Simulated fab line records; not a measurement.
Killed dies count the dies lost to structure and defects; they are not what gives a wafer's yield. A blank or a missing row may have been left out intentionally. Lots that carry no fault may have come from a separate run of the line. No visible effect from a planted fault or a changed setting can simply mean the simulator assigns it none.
Lot-split experiment -- flow n5Finfet -- 7 lots, 21 wafers read, on a route of 1938 steps

SPLIT DETAILS
At N5_HKMG_FIN_COAT_43 (resist thk 90 nm), the setting spinRpm was moved away from the recipe's 1500 rpm on 9 of the 21 wafers read, by -11.1% to +7.5%. All remaining wafers had this setting at the recipe value.

FROM THE SPLIT TO THE READING: what the file shows between them, 5 steps
- N5_HKMG_FIN_EBR_45
- N5_HKMG_FIN_SOFTBAKE_44: time 60 s
- N5_HKMG_FIN_EXPOSE_46: exposes mask NDIPOLE
- N5_HKMG_FIN_PEB_47: peb time 60 s
- N5_HKMG_FIN_DEVELOP_48: develop time 30 s

THE READING
CAR-ArF_of_HKMG_FIN_COAT_43.thkNm (the simulator's own value, which no gauge read), in nm, at N5_HKMG_FIN_DESCUM_53 (chemistry O2, time 7.9 s). The file does not state a usual value for it. Here, 12 wafers ran the recipe; their average is 83.6 nm with a standard deviation of 0.26 nm.

wafer,"tool, chamber at the split","spinRpm as run, rpm",against the recipe,"CAR-ArF_of_HKMG_FIN_COAT_43.thkNm, nm",against lot-mates on the recipe
L078.2,"lithoTrack-04, 0",1422,-5.2%,85.8,+2.6
L078.6,"lithoTrack-04, 0",1422,-5.2%,85.8,+2.6
L078.5,"lithoTrack-04, 0",1500,recipe,83.2,-
L080.2,"lithoTrack-02, 0",1562,+4.1%,81.8,-2.0
L080.4,"lithoTrack-02, 0",1500,recipe,83.8,-
L080.5,"lithoTrack-02, 0",1500,recipe,83.8,-
L081.1,"lithoTrack-01, 0",1500,recipe,83.8,-
L081.3,"lithoTrack-01, 0",1334,-11.1%,89,+5.2
L081.4,"lithoTrack-01, 0",1334,-11.1%,89.2,+5.4
L082.1,"lithoTrack-01, 0",1356,-9.6%,88,+4.3
L082.3,"lithoTrack-01, 0",1500,recipe,83.8,-
L082.4,"lithoTrack-01, 0",1500,recipe,83.6,-
L084.1,"lithoTrack-04, 0",1443,-3.8%,85.4,+1.4
L084.2,"lithoTrack-04, 0",1443,-3.8%,85.6,+1.6
L084.5,"lithoTrack-04, 0",1500,recipe,84,-
L093.3,"lithoTrack-04, 0",1500,recipe,83.8,-
L093.4,"lithoTrack-04, 0",1500,recipe,83.8,-
L093.5,"lithoTrack-04, 0",1612,+7.5%,81,-2.8
L094.2,"lithoTrack-02, 0",1500,recipe,83.4,-
L094.3,"lithoTrack-02, 0",1500,recipe,83.4,-
L094.4,"lithoTrack-02, 0",1500,recipe,83.2,-

FIT RESULTS
A straight line over all 21 wafers: CAR-ArF_of_HKMG_FIN_COAT_43.thkNm changes by -0.455 nm for each +1% of spinRpm; r = -0.99; the points scatter about the line by 0.31 nm.
The same after taking each lot's own level away (the mean of its wafers on the recipe; 21 wafers): -0.455 nm for each +1%; r = -1.00; scatter 0.2 nm.
The reading moves by 5 nm for the largest change in spinRpm, on that fit.
From 83.20 to 84.00 nm: that is the span of the lots' own levels, equal to 3.1 times the standard deviation above.
Hence the lot-to-lot level has little effect on the slope; both slopes agree.
Check: +5.05 nm against its lot-mates is what the line predicts for one of the wafers moved furthest among these (-11.1%) when that wafer is left out of the fit. It came out at +5.2 nm against them.

FURTHER SPLITS ON THESE WAFERS
Other splits were also applied to these wafers ahead of the reading. Each is held against what the fit with the lots' levels taken away leaves over:
other split on the same wafers,wafers away from the commonest value,r with CAR-ArF_of_HKMG_FIN_COAT_43.thkNm (lot level and that fit taken away)
N5_SDB_EXPOSE_08 doseMj,8,+0.09
N5_HKMG_FIN_HK_ALD_01 aldCycles,2,-0.09

THE WHOLE CHAIN: every reading that the file lists as answering this split, in the file's order
step,what it does,reading,change (the file's fit),r (the file's)
N5_HKMG_FIN_COAT_43,resist thk 90 nm,"CAR-ArF_of_HKMG_FIN_COAT_43.thkNm (the simulator's own value, which no gauge read)",-0.466 nm for each +1% of the setting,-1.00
N5_HKMG_FIN_DEVELOP_48,develop time 30 s,"CAR-ArF_of_HKMG_FIN_COAT_43.thkNm (the simulator's own value, which no gauge read)",-0.459 nm for each +1% of the setting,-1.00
N5_HKMG_FIN_DESCUM_53,"chemistry O2, time 7.9 s","CAR-ArF_of_HKMG_FIN_COAT_43.thkNm (the simulator's own value, which no gauge read)",-0.451 nm for each +1% of the setting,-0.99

THE FILE'S OWN FIT
CAR-ArF_of_HKMG_FIN_COAT_43.thkNm changes by -0.451 nm for each +1% of spinRpm, r = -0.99.
